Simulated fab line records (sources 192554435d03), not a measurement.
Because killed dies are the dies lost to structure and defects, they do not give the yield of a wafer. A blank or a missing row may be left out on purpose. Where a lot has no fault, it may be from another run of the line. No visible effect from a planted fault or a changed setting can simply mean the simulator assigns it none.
Split-lot study ; flow n5_finfet ; on a route of 1938 steps: 7 lots, 39 wafers read

## THE SPLIT ITSELF
At N5_HKMG_FIN_ETCH_31 (etches SiARC in CF4, target depth 45.5 nm, time 75.8 s), the setting bias_w was moved away from the recipe's 36 W on 18 of the 39 wafers read, by -13.0% to +18.6%. For the rest of the wafers, this setting stayed at what the recipe calls for.

The split's own step is where the reading is taken.

## THE READING
rf_vpp_V, in V, at N5_HKMG_FIN_ETCH_31 (etches SiARC in CF4, target depth 45.5 nm, time 75.8 s). On this fab line, fault-free wafers typically give 184.2 V with a standard deviation of 1.2 V.

wafer;tool, chamber at the split;bias_w as run, W;against the recipe;rf_vpp_V, V;against lot-mates on the recipe
L076.1;rie_diel-04, 2;36;recipe;184.4;-
L076.2;rie_diel-04, 0;36;recipe;181.6;-
L076.3;rie_diel-04, 3;31.31;-13.0%;168.8;-14.7
L076.4;rie_diel-04, 1;31.31;-13.0%;168.7;-14.8
L076.5;rie_diel-04, 2;31.31;-13.0%;169.2;-14.3
L076.6;rie_diel-04, 1;36;recipe;184.5;-
L082.1;rie_diel-05, 1;36;recipe;185.2;-
L082.3;rie_diel-05, 2;36;recipe;183.4;-
L082.5;rie_diel-05, 3;36;recipe;186.8;-
L083.1;rie_diel-04, 3;41.67;+15.7%;203.5;+17.7
L083.2;rie_diel-04, 1;41.67;+15.7%;200.9;+15.1
L083.3;rie_diel-04, 2;36;recipe;185.6;-
L083.4;rie_diel-04, 0;41.67;+15.7%;202.2;+16.4
L083.5;rie_diel-04, 2;36;recipe;185.7;-
L083.6;rie_diel-04, 1;36;recipe;186.2;-
L084.1;rie_diel-05, 0;41.35;+14.9%;200.6;+15.8
L084.2;rie_diel-05, 3;36;recipe;185.4;-
L084.3;rie_diel-05, 2;36;recipe;184.9;-
L084.4;rie_diel-05, 1;36;recipe;184.0;-
L084.5;rie_diel-05, 2;41.35;+14.9%;201.1;+16.3
L084.6;rie_diel-05, 1;41.35;+14.9%;202.9;+18.1
L089.1;rie_diel-04, 2;36;recipe;184.7;-
L089.2;rie_diel-04, 0;42.69;+18.6%;203.7;+19.1
L089.3;rie_diel-04, 3;42.69;+18.6%;205.0;+20.4
L089.4;rie_diel-04, 2;36;recipe;184.6;-
L089.5;rie_diel-04, 3;36;recipe;184.5;-
L089.6;rie_diel-04, 0;42.69;+18.6%;204.1;+19.5
L091.1;rie_diel-04, 3;32.09;-10.9%;172.8;-10.7
L091.2;rie_diel-04, 0;32.09;-10.9%;169.5;-14.0
L091.3;rie_diel-04, 1;36;recipe;183.5;-
L091.4;rie_diel-04, 0;36;recipe;182.3;-
L091.5;rie_diel-04, 1;36;recipe;184.7;-
L091.6;rie_diel-04, 3;32.09;-10.9%;171.3;-12.2
L095.1;rie_diel-05, 3;36;recipe;185.1;-
L095.2;rie_diel-05, 2;33.43;-7.1%;175.3;-9.5
L095.3;rie_diel-05, 0;33.43;-7.1%;175.0;-9.8
L095.4;rie_diel-05, 1;36;recipe;185.1;-
L095.5;rie_diel-05, 3;33.43;-7.1%;177.9;-6.9
L095.6;rie_diel-05, 0;36;recipe;184.1;-

FIT RESULTS
A straight line over all 39 wafers: rf_vpp_V changes by +1.14 V for each +1% of bias_w; r = +0.99; the points scatter about the line by 1.2 V.
The same after taking each lot's own level away (the mean of its wafers on the recipe; 39 wafers): +1.09 V for each +1%; r = +1.00; scatter 1 V.
That fit puts the effect of the largest move of bias_w on the reading at 20 V.
Measured against the standard deviation above, the lots' own levels, which go from 183.50 to 185.83 V, span 1.9 times it.
Consequently the slope shifts little with the lot-to-lot level, the two slopes agreeing.
Check: for one of the wafers moved furthest among these (+18.6%), held out of the fit, the line's prediction against its lot-mates is +20.3 V. Against them it came out at +19.1 V.
Tool readings at the split's step, against how far the setting was moved: etch_rf_on_time_s r = -0.89; rf_vpp_V r = +0.99.

## THE OTHER SPLITS THESE WAFERS WENT THROUGH
Note: prior to the reading, these wafers also went through further splits. Each is held against what the fit with the lots' levels taken away leaves over:
other split on the same wafers;wafers away from the commonest value;r with rf_vpp_V (lot level and that fit taken away)
N5_DUMMY_GATE_ETCH_31 target_depth_a;15;-0.18
N5_SD_EPI_P_EPI_21 epi_growth_time_s;18;-0.16
N5_HKMG_FIN_ETCH_55 time_s;12;-0.19

## THE WHOLE CHAIN: every reading that the file lists as answering this split, in the file's order
step;what it does;reading;change (the file's fit);r (the file's)
N5_HKMG_FIN_ETCH_31;etches SiARC in CF4, target depth 45.5 nm, time 75.8 s;etch_rf_on_time_s;withheld for each +1% of the setting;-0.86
N5_HKMG_FIN_ETCH_31;etches SiARC in CF4, target depth 45.5 nm, time 75.8 s;rf_vpp_V;+1.09 V for each +1% of the setting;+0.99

## FILE'S OWN FIT
rf_vpp_V changes by +1.09 V for each +1% of bias_w, r = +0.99.
